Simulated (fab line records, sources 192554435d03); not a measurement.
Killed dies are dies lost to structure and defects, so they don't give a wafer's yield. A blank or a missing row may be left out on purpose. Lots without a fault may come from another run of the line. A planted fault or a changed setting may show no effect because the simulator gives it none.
fab line records | flow n5_finfet
record lots=7 wafers=21
route steps=1938 shown SD_EPI_N@273 SD_EPI_P@295 HKMG_FIN@392
start_h: hours from the record's first day to the start of the lot's first wafer shown | wait_h: hours since the lot's step before | " the same as in the row above | L1.1+2: a row that stands for several wafers | - no value, or no start given | * or withheld: withheld | < > ~ a bound
route shown NAME@n: a module of which the file shows steps, and the number in the route of the first | usual: mean/standard deviation of fault-free wafers | same: alike in all rows | chamber/n: place in a boat | sites: the reading at each site | _std_site: their standard deviation | _edge_site: outer sites' mean less inner sites' | radius_mm: how far each site lies from the wafer's centre | mask NAME#n: copy n | behind: the tool/chamber that last shaped the wafer | hold: why the lot was held/for how many hours/how that ended | device: the transistor (n, p or np) that didn't switch | end of line: the same wafers' tests at the end of the route | a step without rows: its recipe alone | killed: dies lost to structure and defects at the first sort, not the wafer's yield | map: a wafer's dies, x killed, . not, _ none there
set.NAME: the setting as run; set.NAME@STEP: as run at that earlier step | model.NAME: the simulator's own value behind a step, which no gauge read
lots whose settings were changed on purpose; a table a step, a row a wafer
## steps
# step N5_SD_EPI_N_DESCUM_14
# recipe chemistry=O2 time_s=7.9 source_power_w=50 bias_power_w=20 pressure_mtorr=20 rf_frequency_hz=2.712e+07 temp_c=40 resist=CAR-ArF-block o2_flow_sccm=225
# columns lot.wafer tool chamber start_h wait_h set.time_s set.dose_mj@SD_EPI_N_EXPOSE_06 model.SD_EPI_N.cd_nm
L082.2+3 rie_diel-03 3,2 95.25 0.0 7.9 39.75 119.4
L082.4 " 1 " " 7.9 39.75 118.8
L083.1 rie_diel-04 1 104.17 0.0 7.9 39.75 119.2
L083.2 " 3 " " 7.9 39.75 119
L083.5 " 1 " " 6.272 37.01 113.4
L085.1 rie_diel-01 3 118.07 0.0 6.538 39.75 119.6
L085.2 " 2 " " 7.9 39.75 120.4
L085.4 " 0 " " 7.9 39.75 120
L089.3 rie_diel-01 2 140.20 0.2 7.9 39.75 120.6
L089.4 " 1 " " 7.9 39.75 120.8
L089.5 " 0 " " 7.9 39.75 120.4
L092.3 rie_diel-01 2 157.12 0.4 6.822 37.42 115.8
L092.4 " 0 " " 6.822 39.75 119.8
L092.6 " 0 " " 7.9 37.42 115.4
L093.1 rie_diel-01 1 166.42 0.0 7.9 39.75 121
L093.2 " 2 " " 7.9 39.75 120.2
L093.4 " 3 " " 7.9 39.75 120.8
L094.3 rie_diel-04 2 169.37 0.0 7.9 39.75 119.4
L094.4 " 0 " " 9.055 39.75 119.6
L094.5 " 3 " " 9.055 37.89 116.6
# step N5_SD_EPI_N_ETCH_34
# recipe chemistry=CF4 target=SiARC target_depth_a=455 mask_material=CAR-ArF-block time_s=75.8 ion_energy_ev=80 pressure_mtorr=40 source_w=545 bias_w=36 Ar_flow_sccm=100 cf4_flow_sccm=100 ends=cleared
# columns lot.wafer tool chamber start_h wait_h set.dose_mj@SD_EPI_N_EXPOSE_06 model.SD_EPI_N.cd_nm
L082.2 rie_diel-03 3 95.28 0.0 39.75 119.6
L082.3 " 2 " " 39.75 119.4
L082.4 " 1 " " 39.75 119
L083.1 rie_diel-04 1 104.20 0.0 39.75 119.2
L083.2 " 3 " " 39.75 119
L083.5 " 1 " " 37.01 113.4
L085.1 rie_diel-01 3 118.11 0.0 39.75 119.8
L085.2 " 2 " " 39.75 120.6
L085.4 " 0 " " 39.75 120.2
L089.3 rie_diel-01 2 140.23 0.0 39.75 120.8
L089.4 " 1 " " 39.75 121
L089.5 " 0 " " 39.75 120.6
L092.3 rie_diel-01 2 157.15 0.0 37.42 115.8
L092.4 " 0 " " 39.75 119.6
L092.6 " 0 " " 37.42 115.4
L093.1+4 rie_diel-01 1,3 166.46 0.0 39.75 121
L093.2 " 2 " " 39.75 120.2
L094.3 rie_diel-04 2 169.40 0.0 39.75 119.2
L094.4 " 0 " " 39.75 119.8
L094.5 " 3 " " 37.89 116.8
# step N5_SD_EPI_N_ETCH_35
# recipe chemistry=N2/H2 target=SOC overetch_a=1080 mask_material=SiARC temp_c=40 ion_energy_ev=100 source_w=3000 bias_w=133 pressure_mtorr=20 time_s=486 n2_flow_sccm=200 h2_flow_sccm=200
# columns lot.wafer tool chamber start_h wait_h set.dose_mj@SD_EPI_N_EXPOSE_06 model.SD_EPI_N.cd_nm
L082.2 rie_diel-03 3 95.34 0.0 39.75 121
L082.3 " 2 " " 39.75 120.6
L082.4 " 1 " " 39.75 119.8
L083.1 rie_diel-04 1 104.26 0.0 39.75 120.4
L083.2 " 3 " " 39.75 119
L083.5 " 1 " " 37.01 114.2
L085.1+4 rie_diel-01 3,0 118.16 0.0 39.75 120.2
L085.2 " 2 " " 39.75 119.2
L089.3 rie_diel-01 2 140.29 0.0 39.75 120
L089.4 " 1 " " 39.75 121.2
L089.5 " 0 " " 39.75 119.8
L092.3+6 rie_diel-01 2,0 157.21 0.0 37.42 115.2
L092.4 " 0 " " 39.75 120.2
L093.1 rie_diel-01 1 166.51 0.0 39.75 121.2
L093.2 " 2 " " 39.75 119
L093.4 " 3 " " 39.75 120.2
L094.3 rie_diel-04 2 169.46 0.0 39.75 118.8
L094.4 " 0 " " 39.75 119.4
L094.5 " 3 " " 37.89 116.4
# step N5_SD_EPI_N_STRIP_36
# recipe chemistry=N2/H2 temp_c=40 n2_flow_sccm=200 h2_flow_sccm=200 rf_frequency_hz=6e+07
# step N5_SD_EPI_N_ETCHBACK_44
# recipe chemistry=CH3F/O2 mode=anisotropic_etchback target=SiNx target_depth_a=145 stop_on=SiO2 over_etch_frac=0.3 ion_energy_ev=120 pressure_mtorr=30 source_w=395 bias_w=73 Ar_flow_sccm=150 CH3F_flow_sccm=30 O2_flow_sccm=20
# step N5_SD_EPI_N_ETCH_16
# recipe chemistry=CHF3/O2 target=SiO2 target_depth_a=50 mask_material=SOC pressure_mtorr=30 source_w=650 bias_w=170 Ar_flow_sccm=200 CHF3_flow_sccm=50 O2_flow_sccm=5 ion_energy_ev=200
# step N5_SD_EPI_N_STRIP_47
# recipe chemistry=CHF3/O2 resist=SiARC rf_frequency_hz=6e+07
# step N5_SD_EPI_N_SD_RECESS_17
# recipe chemistry=HBr/Cl2/O2 target_depth_a=410 mask_material=SOC time_s=23.7 bt_time_s=3 pressure_mtorr=10 icp_w=800 bias_w=112 HBr_flow_sccm=150 Cl2_flow_sccm=80 O2_flow_sccm=12
# columns lot.wafer tool chamber start_h wait_h set.dose_mj@SD_EPI_N_EXPOSE_06 model.SD_EPI_N.cd_nm
L082.2 rie_si-03 0 95.93 0.0 39.75 121
L082.3 " 2 " " 39.75 120.6
L082.4 " 3 " " 39.75 120
L083.1 rie_si-06 1 104.85 0.0 39.75 120.4
L083.2 " 3 " " 39.75 119
L083.5 " 1 " " 37.01 114.2
L085.1+4 rie_si-01 3,0 119.62 0.0 39.75 120.2
L085.2 " 1 " " 39.75 119.2
L089.3+5 rie_si-01 0,2 140.89 0.0 39.75 120
L089.4 " 3 " " 39.75 121.2
L092.3+6 rie_si-01 1,3 157.80 0.0 37.42 115.2
L092.4 " 0 " " 39.75 120
L093.1 rie_si-03 0 167.11 0.0 39.75 121
L093.2 " 3 " " 39.75 119.2
L093.4 " 2 " " 39.75 120.4
L094.3 rie_si-06 2 170.05 0.0 39.75 118.6
L094.4 " 0 " " 39.75 119.2
L094.5 " 1 " " 37.89 116.2
# step N5_SD_EPI_P_COAT_34
# recipe resist=SOC temp_c=250 time_s=60 spin_rpm=1500 resist_thk_nm=350
# columns lot.wafer tool chamber start_h wait_h set.spin_rpm model.SOC_of_SD_EPI_P_COAT_34.thk_nm
L082.2 litho_track-05 0 99.23 0.0 1591 337.8
L082.3 " 0 " " 1500 348.8
L082.4 " 0 " " 1591 339
L083.1 litho_track-05 0 108.17 0.0 1500 349
L083.2 " 0 " " 1612 336.2
L083.5 " 0 " " 1612 335.6
L085.1 litho_track-02 0 123.31 0.0 1591 340.6
L085.2 " 0 " " 1500 350.2
L085.4 " 0 " " 1591 341
L089.3 litho_track-02 0 144.95 0.0 1500 350.2
L089.4+5 " 0 " " 1500 350.6
L092.3 litho_track-02 0 161.41 0.0 1393 364
L092.4 " 0 " " 1500 350.6
L092.6 " 0 " " 1500 351
L093.1+2 litho_track-05 0 170.42 0.0 1500 348.4
L093.4 " 0 " " 1500 348.6
L094.3+5 litho_track-04 0 173.35 0.0 1500 350.8
L094.4 " 0 " " 1500 350
# step N5_SD_EPI_P_PEB_07
# recipe peb_temp_c=110 peb_time_s=60 resist=CAR-ArF-block
# columns lot.wafer tool chamber start_h wait_h set.peb_time_s
L082.2+3+4 litho_track-04 0 99.53 0.0 60
L083.1+5 litho_track-04 0 108.47 0.1 60
L083.2 " 0 " " 53.33
L085.1+2+4 litho_track-05 0 123.49 0.1 60
L089.3 litho_track-05 0 145.25 0.0 60
L089.4+5 " 0 " " 71.9
L092.3+4+6 litho_track-02 0 161.59 0.0 60
L093.1+2+4 litho_track-05 0 170.59 0.1 60
L094.3+4+5 litho_track-02 0 173.65 0.0 49.15
# step N5_SD_EPI_P_DEVELOP_08
# recipe develop_time_s=30 developer=TMAH resist=CAR-ArF-block dev_temp_c=23 rinse_liquid=diw dry=air_spin
# step N5_SD_EPI_P_CD_MEAS_09
# recipe target_cd_nm=240 landing_energy_ev=500 detector=se_inlens
# usual cd_nm=240.2/0.62
# columns lot.wafer tool chamber start_h wait_h set.peb_time_s@SD_EPI_P_PEB_07 cd_nm
L082.2 cd_sem-02 0 99.59 - 60 241.1
L082.3 " 0 " " 60 240.8
L082.4 " 0 " " 60 240.5
L083.1 cd_sem-02 0 108.54 - 60 239.6
L083.2 " 0 " " 53.33 235.8
L083.5 " 0 " " 60 239.3
L085.1 cd_sem-03 0 123.56 - 60 240.9
L085.2 " 0 " " 60 240.3
L085.4 " 0 " " 60 240.0
L089.3 cd_sem-02 0 145.32 - 60 241.0
L089.4 " 0 " " 71.9 246.8
L089.5 " 0 " " 71.9 246.7
L092.3 cd_sem-02 0 161.66 - 60 240.0
L092.4 " 0 " " 60 240.9
L092.6 " 0 " " 60 240.4
L093.1 cd_sem-01 0 170.66 - 60 239.8
L093.2 " 0 " " 60 240.7
L093.4 " 0 " " 60 240.5
L094.3 cd_sem-01 0 173.72 - 49.15 233.8
L094.4 " 0 " " 49.15 232.5
L094.5 " 0 " " 49.15 234.2
# step N5_SD_EPI_P_DESCUM_14
# recipe chemistry=O2 time_s=7.9 source_power_w=50 bias_power_w=20 pressure_mtorr=20 rf_frequency_hz=2.712e+07 temp_c=40 resist=CAR-ArF-block o2_flow_sccm=225
# columns lot.wafer tool chamber start_h wait_h set.peb_time_s@SD_EPI_P_PEB_07 model.SD_EPI_P.cd_nm
L082.2+3 rie_diel-05 0,1 99.68 0.0 60 240.8
L082.4 " 2 " " 60 240.6
L083.1 rie_diel-02 1 108.63 0.0 60 239.8
L083.2 " 0 " " 53.33 236.2
L083.5 " 1 " " 60 239.6
L085.1 rie_diel-06 2 123.64 0.0 60 241
L085.2 " 3 " " 60 240.6
L085.4 " 0 " " 60 239.8
L089.3 rie_diel-05 2 145.40 0.0 60 241.4
L089.4 " 0 " " 71.9 246.8
L089.5 " 0 " " 71.9 246.6
L092.3+6 rie_diel-06 1,2 161.80 0.1 60 240
L092.4 " 0 " " 60 240.8
L093.1 rie_diel-02 2 170.75 0.0 60 240
L093.2 " 3 " " 60 240.4
L093.4 " 0 " " 60 240.2
L094.3 rie_diel-06 2 173.81 0.0 49.15 233.8
L094.4 " 0 " " 49.15 232.6
L094.5 " 1 " " 49.15 234.6
# step N5_SD_EPI_P_ETCH_36
# recipe chemistry=CF4 target=SiARC target_depth_a=455 mask_material=CAR-ArF-block time_s=75.8 ion_energy_ev=80 pressure_mtorr=40 source_w=545 bias_w=36 Ar_flow_sccm=100 cf4_flow_sccm=100 ends=cleared
# columns lot.wafer tool chamber start_h wait_h set.peb_time_s@SD_EPI_P_PEB_07 model.SD_EPI_P.cd_nm
L082.2+3 rie_diel-05 0,1 99.72 0.0 60 240.6
L082.4 " 2 " " 60 240.4
L083.1+5 rie_diel-02 1 108.66 0.0 60 239.6
L083.2 " 0 " " 53.33 236
L085.1 rie_diel-06 2 123.68 0.0 60 240.8
L085.2 " 3 " " 60 240.6
L085.4 " 0 " " 60 239.8
L089.3 rie_diel-05 2 145.44 0.0 60 241.2
L089.4 " 0 " " 71.9 246.8
L089.5 " 0 " " 71.9 246.6
L092.3 rie_diel-06 1 161.84 0.0 60 239.6
L092.4 " 0 " " 60 240.8
L092.6 " 2 " " 60 239.8
L093.1 rie_diel-02 2 170.78 0.0 60 240.2
L093.2+4 " 3,0 " " 60 240.6
L094.3 rie_diel-06 2 173.84 0.0 49.15 233.8
L094.4 " 0 " " 49.15 232.6
L094.5 " 1 " " 49.15 234.4
# step N5_SD_EPI_P_ETCH_37
# recipe chemistry=N2/H2 target=SOC overetch_a=1080 mask_material=SiARC temp_c=40 ion_energy_ev=100 source_w=3000 bias_w=133 pressure_mtorr=20 time_s=486 n2_flow_sccm=200 h2_flow_sccm=200 ends=end_point
# columns lot.wafer tool chamber start_h wait_h set.peb_time_s@SD_EPI_P_PEB_07 model.SD_EPI_P.cd_nm
L082.2 rie_diel-05 0 99.77 0.0 60 241.4
L082.3 " 1 " " 60 241.2
L082.4 " 2 " " 60 239.6
L083.1 rie_diel-02 1 108.72 0.0 60 239.6
L083.2 " 0 " " 53.33 234.6
L083.5 " 1 " " 60 239.4
L085.1 rie_diel-06 2 123.73 0.0 60 241.2
L085.2 " 3 " " 60 240
L085.4 " 0 " " 60 240.2
L089.3 rie_diel-05 2 145.49 0.0 60 241
L089.4 " 0 " " 71.9 246.8
L089.5 " 0 " " 71.9 246.6
L092.3 rie_diel-06 1 161.89 0.0 60 239.4
L092.4 " 0 " " 60 240.4
L092.6 " 2 " " 60 240.6
L093.1+2 rie_diel-02 2,3 170.84 0.0 60 240.4
L093.4 " 0 " " 60 239.4
L094.3 rie_diel-06 2 173.90 0.0 49.15 233.2
L094.4 " 0 " " 49.15 232
L094.5 " 1 " " 49.15 234
# step N5_SD_EPI_P_STRIP_38
# recipe chemistry=N2/H2 temp_c=40 n2_flow_sccm=200 h2_flow_sccm=200 rf_frequency_hz=6e+07
# step N5_SD_EPI_P_ETCHBACK_46
# recipe chemistry=CH3F/O2 mode=anisotropic_etchback target=SiNx target_depth_a=175 stop_on=SiO2 over_etch_frac=0.3 ion_energy_ev=120 pressure_mtorr=30 source_w=395 bias_w=73 Ar_flow_sccm=150 CH3F_flow_sccm=30 O2_flow_sccm=20
# step N5_SD_EPI_P_ETCH_47
# recipe chemistry=CH3F/O2 target=SiOCN target_depth_a=250 mask_material=SOC ion_energy_ev=60 bias_w=29 pressure_mtorr=30 source_w=410 Ar_flow_sccm=150 CH3F_flow_sccm=30 O2_flow_sccm=20
# columns lot.wafer tool chamber start_h wait_h set.peb_time_s@SD_EPI_P_PEB_07 model.SD_EPI_P.cd_nm
L082.2 rie_diel-05 0 100.20 0.1 60 241.4
L082.3 " 1 " " 60 241.2
L082.4 " 2 " " 60 239.6
L083.1 rie_diel-02 1 109.14 0.1 60 239.6
L083.2 " 0 " " 53.33 234.4
L083.5 " 1 " " 60 239.4
L085.1 rie_diel-06 2 124.16 0.1 60 241
L085.2 " 3 " " 60 240
L085.4 " 0 " " 60 240.2
L089.3 rie_diel-05 2 145.92 0.1 60 240.8
L089.4 " 0 " " 71.9 246.8
L089.5 " 0 " " 71.9 246.4
L092.3 rie_diel-06 1 162.32 0.1 60 239.4
L092.4 " 0 " " 60 240.4
L092.6 " 2 " " 60 240.6
L093.1+2 rie_diel-02 2,3 171.26 0.1 60 240.6
L093.4 " 0 " " 60 239.4
L094.3 rie_diel-06 2 174.32 0.1 49.15 233.2
L094.4 " 0 " " 49.15 232
L094.5 " 1 " " 49.15 234
# step N5_HKMG_FIN_COAT_43
# recipe resist=CAR-ArF spin_rpm=1500 resist_thk_nm=90
# columns lot.wafer tool chamber start_h wait_h set.spin_rpm model.CAR-ArF_of_HKMG_FIN_COAT_43.thk_nm
L082.2 litho_track-02 0 - - 1500 89.4
L082.3 " 0 " " 1500 89.6
L082.4 " 0 " " 1598 86.8
L083.1 litho_track-05 0 - - 1500 89.2
L083.2 " 0 " " 1358 94.4
L083.5 " 0 " " 1500 89.6
L085.1 litho_track-02 0 - - 1588 87.2
L085.2+4 " 0 " " 1500 89.6
L089.3 litho_track-01 0 - - 1500 90
L089.4+5 " 0 " " 1500 90.4
L092.3+6 litho_track-02 0 - - 1500 89.8
L092.4 " 0 " " 1434 91.8
L093.1+2 litho_track-02 0 - - 1500 90.2
L093.4 " 0 " " 1500 89.8
L094.3 litho_track-05 0 - - 1500 89.6
L094.4 " 0 " " 1367 94
L094.5 " 0 " " 1367 94.2
# step N5_HKMG_FIN_EBR_45
# recipe solvent=PGMEA ebr_width_mm=1.5
# step N5_HKMG_FIN_SOFTBAKE_44
# recipe temp_c=110 time_s=60 resist=CAR-ArF
# step N5_HKMG_FIN_EXPOSE_46
# recipe mask_id=NDIPOLE na=1.35 source_shape=conventional sigma_outer=0.8 polarization=unpolarized dose_mj=40
# step N5_HKMG_FIN_PEB_47
# recipe peb_temp_c=withheld peb_time_s=60 resist=CAR-ArF
# step N5_HKMG_FIN_DEVELOP_48
# recipe develop_time_s=30 developer=TMAH resist=CAR-ArF rinse_liquid=diw dry=air_spin dev_temp_c=23
# columns lot.wafer tool chamber start_h wait_h set.spin_rpm@HKMG_FIN_COAT_43 model.CAR-ArF_of_HKMG_FIN_COAT_43.thk_nm
L082.2+3 litho_track-02 0 - - 1500 87.8
L082.4 " 0 " " 1598 85
L083.1 litho_track-02 0 - - 1500 87.4
L083.2 " 0 " " 1358 92.6
L083.5 " 0 " " 1500 87.8
L085.1 litho_track-02 0 - - 1588 85.4
L085.2 " 0 " " 1500 87.8
L085.4 " 0 " " 1500 88
L089.3 litho_track-01 0 - - 1500 88.4
L089.4 " 0 " " 1500 88.8
L089.5 " 0 " " 1500 88.6
L092.3 litho_track-02 0 - - 1500 88.2
L092.4 " 0 " " 1434 90.2
L092.6 " 0 " " 1500 88
L093.1+2 litho_track-01 0 - - 1500 88.4
L093.4 " 0 " " 1500 88.2
L094.3 litho_track-02 0 - - 1500 88
L094.4+5 " 0 " " 1367 92.4
# step N5_HKMG_FIN_DESCUM_53
# recipe chemistry=O2 time_s=7.9 source_power_w=50 bias_power_w=20 pressure_mtorr=20 rf_frequency_hz=2.712e+07 temp_c=40 resist=CAR-ArF o2_flow_sccm=225
# step N5_HKMG_FIN_ETCH_54
# recipe chemistry=CF4 target=SiARC target_depth_a=455 mask_material=CAR-ArF time_s=75.8 ion_energy_ev=80 pressure_mtorr=40 source_w=545 bias_w=36 Ar_flow_sccm=100 cf4_flow_sccm=100 ends=cleared
# columns lot.wafer tool chamber start_h wait_h set.spin_rpm@HKMG_FIN_COAT_43 model.CAR-ArF_of_HKMG_FIN_COAT_43.thk_nm
L082.2+3 rie_diel-04 3,0 117.12 0.0 1500 50.4
L082.4 " 2 " " 1598 47.8
L083.1 rie_diel-03 1 125.76 0.0 1500 49.8
L083.2 " 2 " " 1358 55
L083.5 " 2 " " 1500 50.4
L085.1 rie_diel-03 3 141.43 0.0 1588 47.8
L085.2 " 0 " " 1500 50.4
L085.4 " 2 " " 1500 50.6
L089.3 rie_diel-04 0 163.42 0.0 1500 51
L089.4+5 " 0,3 " " 1500 51.4
L092.3+6 rie_diel-04 0,3 179.86 0.0 1500 50.8
L092.4 " 2 " " 1434 52.6
L093.1+2 rie_diel-03 1,0 188.04 0.0 1500 51
L093.4 " 2 " " 1500 50.8
L094.3 rie_diel-04 2 191.23 0.0 1500 50.6
L094.4 " 1 " " 1367 55
L094.5 " 0 " " 1367 54.8
# step N5_HKMG_FIN_ETCH_35
# recipe chemistry=N2/H2 target=SOC target_depth_a=2158 ion_energy_ev=65 bias_w=5 source_w=3000 time_s=243.4 pressure_mtorr=30 n2_flow_sccm=200 h2_flow_sccm=200
# columns lot.wafer tool chamber start_h wait_h set.time_s model.etch.depth_nm model.HKMG_FIN.feature_depth_nm model.SOC_of_HKMG_FIN_COAT_29.thk_nm
L082.2 rie_diel-01 3 120.76 0.0 283.3 259.6 259.6 40.8
L082.3 " 2 " " 243.4 208.7 208.8 91
L082.4 " 0 " " 283.3 251.9 251.8 48
L083.1 rie_diel-03 3 129.41 0.0 243.4 218.7 218.6 82.4
L083.2 " 0 " " 284.3 245.4 245.4 55.4
L083.5 " 2 " " 243.4 215.6 215.6 85.4
L085.1 rie_diel-04 3 145.09 0.0 215.4 188.7 188.6 110.6
L085.2 " 2 " " 243.4 210.2 210.2 88.8
L085.4 " 1 " " 215.4 189.1 189 110.4
L089.3 rie_diel-04 0 167.21 0.0 243.4 219.4 219.4 80.8
L089.4 " 3 " " 243.4 212.6 212.6 87
L089.5 " 0 " " 243.4 221.7 221.8 77.4
L092.3 rie_diel-03 0 183.49 0.0 243.4 221.4 221.4 79.6
L092.4 " 0 " " 243.4 220.3 220.4 79.8
L092.6 " 1 " " 243.4 219 219 81.2
L093.1 rie_diel-03 1 191.76 0.0 243.4 217.7 217.8 82.2
L093.2 " 3 " " 243.4 217.8 217.8 82
L093.4 " 0 " " 243.4 219.4 219.4 80
L094.3 rie_diel-01 3 194.80 0.0 206.8 191.6 191.6 108.4
L094.4 " 1 " " 243.4 213.9 214 85.8
L094.5 " 0 " " 243.4 214.7 214.8 85
# step N5_HKMG_FIN_COAT_85
# recipe resist=SOC temp_c=250 time_s=60 spin_rpm=1500 resist_thk_nm=300
# columns lot.wafer tool chamber start_h wait_h set.spin_rpm model.SOC_of_HKMG_FIN_COAT_85.thk_nm
L082.2 litho_track-02 0 121.72 0.2 1500 299.8
L082.3 " 0 " " 1331 318.2
L082.4 " 0 " " 1331 318.4
L083.1 litho_track-01 0 130.36 0.2 1438 306
L083.2 " 0 " " 1438 305.8
L083.5 " 0 " " 1500 299.8
L085.1 litho_track-02 0 146.04 0.2 1348 316.2
L085.2 " 0 " " 1500 298.8
L085.4 " 0 " " 1500 298.4
L089.3 litho_track-05 0 168.22 0.2 1500 300.8
L089.4 " 0 " " 1500 301.8
L089.5 " 0 " " 1500 301.4
L092.3 litho_track-02 0 184.46 0.2 1500 300
L092.4 " 0 " " 1600 289.8
L092.6 " 0 " " 1600 290.2
L093.1 litho_track-01 0 192.72 0.2 1500 301.6
L093.2 " 0 " " 1500 301
L093.4 " 0 " " 1500 301.2
L094.3 litho_track-01 0 195.77 0.2 1500 300
L094.4 " 0 " " 1500 299.6
L094.5 " 0 " " 1500 299.2
## key
split step=N5_SD_EPI_N_DESCUM_14 setting=time_s stated=7.9 by=wafer
response none clear
split step=N5_SD_EPI_P_COAT_34 setting=spin_rpm stated=1500 by=wafer
response step=N5_SD_EPI_P_COAT_34 reading=model.SOC_of_SD_EPI_P_COAT_34.thk_nm change=-1.73 per=1% r=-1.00
split step=N5_SD_EPI_P_PEB_07 setting=peb_time_s stated=60 by=wafer
response step=N5_SD_EPI_P_CD_MEAS_09 reading=cd_nm change=+0.298 per=1% r=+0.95
response step=N5_SD_EPI_P_DESCUM_14 reading=model.SD_EPI_P.cd_nm change=+0.279 per=1% r=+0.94
response step=N5_SD_EPI_P_ETCH_36 reading=model.SD_EPI_P.cd_nm change=+0.288 per=1% r=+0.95
response step=N5_SD_EPI_P_ETCH_37 reading=model.SD_EPI_P.cd_nm change=+0.324 per=1% r=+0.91
response step=N5_SD_EPI_P_ETCH_47 reading=model.SD_EPI_P.cd_nm change=+0.332 per=1% r=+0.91
split step=N5_HKMG_FIN_COAT_43 setting=spin_rpm stated=1500 by=wafer
response step=N5_HKMG_FIN_COAT_43 reading=model.CAR-ArF_of_HKMG_FIN_COAT_43.thk_nm change=-0.483 per=1% r=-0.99
response step=N5_HKMG_FIN_DEVELOP_48 reading=model.CAR-ArF_of_HKMG_FIN_COAT_43.thk_nm change=-0.486 per=1% r=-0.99
response step=N5_HKMG_FIN_ETCH_54 reading=model.CAR-ArF_of_HKMG_FIN_COAT_43.thk_nm change=-0.473 per=1% r=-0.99
split step=N5_HKMG_FIN_ETCH_35 setting=time_s stated=243.4 by=wafer
response step=N5_HKMG_FIN_ETCH_35 reading=model.etch.depth_nm change=+2.02 per=1% r=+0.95
response step=N5_HKMG_FIN_ETCH_35 reading=model.HKMG_FIN.feature_depth_nm change=+2.02 per=1% r=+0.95
response step=N5_HKMG_FIN_ETCH_35 reading=model.SOC_of_HKMG_FIN_COAT_29.thk_nm change=-2.02 per=1% r=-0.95
split step=N5_HKMG_FIN_COAT_85 setting=spin_rpm stated=1500 by=wafer
response step=N5_HKMG_FIN_COAT_85 reading=model.SOC_of_HKMG_FIN_COAT_85.thk_nm change=-1.64 per=1% r=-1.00
split outside_this_file step=N5_SD_EPI_N_EXPOSE_06 setting=dose_mj
# split outside_this_file: this setting was split too, and the file shows its column; the key of that split is in another file
